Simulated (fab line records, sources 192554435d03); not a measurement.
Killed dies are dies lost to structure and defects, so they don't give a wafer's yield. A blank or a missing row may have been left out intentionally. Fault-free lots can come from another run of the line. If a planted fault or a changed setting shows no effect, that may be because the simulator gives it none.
Which tool did it? -- flow n5Finfet -- Sampling: 24 lots, 72 wafers, 2 of 1938 route steps

== WHAT EACH GAUGE READ, for each wafer ==
N5_MOL_CONTACT_COAG_INSPECT_57: inspects for defects (brightfield).
lot,measured,on,rawDefectCount
L074,day 5 08:49,defectInspect-02,302 197 232
L075,day 5 12:31,defectInspect-02,242 267 208
L076,day 5 17:10,defectInspect-01,190 226 265
L077,day 6 02:02,defectInspect-01,192 146 259
L078,day 6 06:29,defectInspect-02,296 185 306
L079,day 6 10:29,defectInspect-01,179 198 178
L080,day 6 13:20,defectInspect-02,147 153 102
L081,day 6 21:53,defectInspect-02,223 177 237
L082,day 7 04:44,defectInspect-01,241 205 158
L083,day 7 12:58,defectInspect-01,220 293 257
L084,day 7 13:30,defectInspect-01,159 198 193
L085,day 8 04:22,defectInspect-02,345 271 280
L086,day 8 07:07,defectInspect-01,274 261 273
L087,day 8 11:59,defectInspect-01,204 219 218
L088,day 8 17:38,defectInspect-02,196 167 181
L089,day 8 20:22,defectInspect-02,150 185 265
L090,day 9 03:04,defectInspect-02,169 184 179
L091,day 9 06:11,defectInspect-02,193 273 255
L092,day 9 20:00,defectInspect-01,188 152 189
L093,day 9 22:37,defectInspect-02,209 187 262
L094,day 10 03:15,defectInspect-01,201 220 249
L095,day 10 15:53,defectInspect-01,134 215 173
L096,day 10 18:57,defectInspect-01,178 256 170
L097,day 10 19:26,defectInspect-01,179 169 205

== EACH LOT AND THE TOOL THAT RAN IT (in order: tool; ch and the chambers of the sampled wafers; start) ==
lot,N5_MOL_CONTACT_COAG_PRE_CLEAN_141
L074,"pvdSputter-01, day 5 01:39"
L075,"pvdSputter-03, day 5 05:22"
L076,"pvdSputter-03, day 5 10:55"
L077,"pvdSputter-01, day 5 18:17"
L078,"pvdSputter-01, day 5 23:10"
L079,"pvdSputter-01, day 6 02:07"
L080,"pvdSputter-03, day 6 06:59"
L081,"pvdSputter-01, day 6 15:35"
L082,"pvdSputter-03, day 6 21:28"
L083,"pvdSputter-03, day 7 05:14"
L084,"pvdSputter-01, day 7 06:20"
L085,"pvdSputter-03, day 7 20:59"
L086,"pvdSputter-03, day 8 00:59"
L087,"pvdSputter-02, day 8 05:38"
L088,"pvdSputter-01, day 8 08:15"
L089,"pvdSputter-03, day 8 12:30"
L090,"pvdSputter-02, day 8 18:49"
L091,"pvdSputter-01, day 8 23:58"
L092,"pvdSputter-01, day 9 11:37"
L093,"pvdSputter-02, day 9 15:10"
L094,"pvdSputter-02, day 9 20:46"
L095,"pvdSputter-03, day 10 08:29"
L096,"pvdSputter-02, day 10 11:14"
L097,"pvdSputter-03, day 10 12:07"
- N5_MOL_CONTACT_COAG_PRE_CLEAN_141: time 60 s.

== WHAT THE TOOLS THEMSELVES READ (means of the sampled wafers that have a number; where no wafer has one, the mark that the record gives instead) ==
N5_MOL_CONTACT_COAG_PRE_CLEAN_141.
lot,tool,heaterPowerW (W)
L074,pvdSputter-01,439
L075,pvdSputter-03,491
L076,pvdSputter-03,463
L077,pvdSputter-01,407
L078,pvdSputter-01,398
L079,pvdSputter-01,440
L080,pvdSputter-03,466
L081,pvdSputter-01,413
L082,pvdSputter-03,464
L083,pvdSputter-03,464
L084,pvdSputter-01,411
L085,pvdSputter-03,446
L086,pvdSputter-03,484
L087,pvdSputter-02,484
L088,pvdSputter-01,441
L089,pvdSputter-03,463
L090,pvdSputter-02,470
L091,pvdSputter-01,441
L092,pvdSputter-01,431
L093,pvdSputter-02,526
L094,pvdSputter-02,481
L095,pvdSputter-03,484
L096,pvdSputter-02,527
L097,pvdSputter-03,491

== THE ANSWER, worked out from the rows above alone ==
Rule: the lots themselves supply what counts as usual. The widest of any qualifying gaps counts: lots, ordered by their means at a reading, are off when they make up no more than a third of the lots, leave a main group of 4 or more, and stand apart from it by 3 or more times the standard deviation of that group's means. A main group is skipped when, at the precision printed for the reading in the tables above, its means are all equal. Also off: a lot with no number at a reading for which 4 or more lots have one. Any other lot the step has rows for is counted as sound. First the gauges in route order, then the tools' own readings, where a lot's mean is used as printed above. At the first step where some lot is off, the reading lying furthest off is the one used; lots without a number count as furthest.
None of the lots is off at any reading shown; this tells nothing.

== WHAT THE SIMULATOR HAD PUT IN ==
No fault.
